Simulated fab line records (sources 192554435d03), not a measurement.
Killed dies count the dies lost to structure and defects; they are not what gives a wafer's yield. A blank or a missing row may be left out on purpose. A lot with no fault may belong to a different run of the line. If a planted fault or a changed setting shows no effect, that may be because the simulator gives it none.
Problem report, 8D (eight disciplines) form, completed by code / flow n5Finfet / the parts of the form that need people (team, actions taken, sign-off) are left out

1. PROBLEM STATEMENT
At N5_GATE_CUT_CMP_23, platenRpm averages 49.72 rpm over 9 wafers from 3 lots, while fault-free wafers read 51.80 rpm, standard deviation 0.035. That is -59 standard deviations from the usual mean.
The step: polishes, stops on SiO2, t overpolish 23.4 s, target thk 16 nm.
First seen on wafer L990.2, day 7 13:05, on cmp-04. The record holds 21 wafers of 7 lots with a number at this step. By rule, "out" or "out of limits" means more than 4 standard deviations away from the usual mean. The other wafers with a number count as sound.

2. WHAT IT IS, AND WHAT IT ISN'T
question=which readings at this step | is=platenRpm | is not=motorCurrentA, overpolishRunS, timeToEndpointS
question=which lots | is=L990, L991, L993 | is not=L101, L987, L988, L992
question=which wafers of those lots | is=all that have a number | is not=-
question=read on which tools | is=cmp-04 | is not=cmp-02
question=when | is=from day 7 13:05 | is not=up to then (6 sound wafers); but 6 sound wafers of L101, L992 came after

3. THE SUSPECTS, EACH WITH WHAT RULES IT OUT
Counting: a tool at any process step up to the reading remains a suspect when it ran all the lots that are out and ran no sound lot after the first of those.
- cmp-04 at N5_GATE_CUT_CMP_23 (polishes, stops on SiO2, t overpolish 23.4 s, target thk 16 nm): kept. Every lot that is out went through it, starting with L990 (day 7 13:05), and after that it ran no sound lot; the last sound lot it ran before then is L988 (day 7 06:41). Its own readings are out on those wafers: platenRpm.
The count leaves cmp-04 at N5_GATE_CUT_CMP_23.

4. THE CAUSE (what the simulator had put in)
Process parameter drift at N5_GATE_CUT_CMP_23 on cmp-04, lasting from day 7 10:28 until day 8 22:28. The setting platenRpm was moved by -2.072, starting from 51.8. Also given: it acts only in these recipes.
The count eliminated every tool but this one.

5. THE EFFECT CHAIN, in route order
Each row: a reading whose mean over the struck wafers that have a number lies more than 3 standard deviations from the usual. Only readings for which the record gives a usual standard deviation are gone through. hours: the time from each lot's start at the first step in this table that gives one to its start at this step, as a median over the lots. sigmas: the change in usual standard deviations.
hours=0; step=N5_GATE_CUT_CMP_23; reading=platenRpm; usual=51.80 rpm; on struck wafers=49.72; change=-2.08; sigmas=-59
The process steps in it:
- N5_GATE_CUT_CMP_23: polishes, stops on SiO2, t overpolish 23.4 s, target thk 16 nm.
At these later measuring or inspecting steps, every struck wafer for which the step has a row has a number for every such reading, and none has moved that far: N5_GATE_CUT_THK_MEAS_24.

6. WHAT WOULD HAVE CAUGHT IT SOONER
In this record no reading fell out of limits until day 7 13:05, 3 hours after the fault had begun at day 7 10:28.
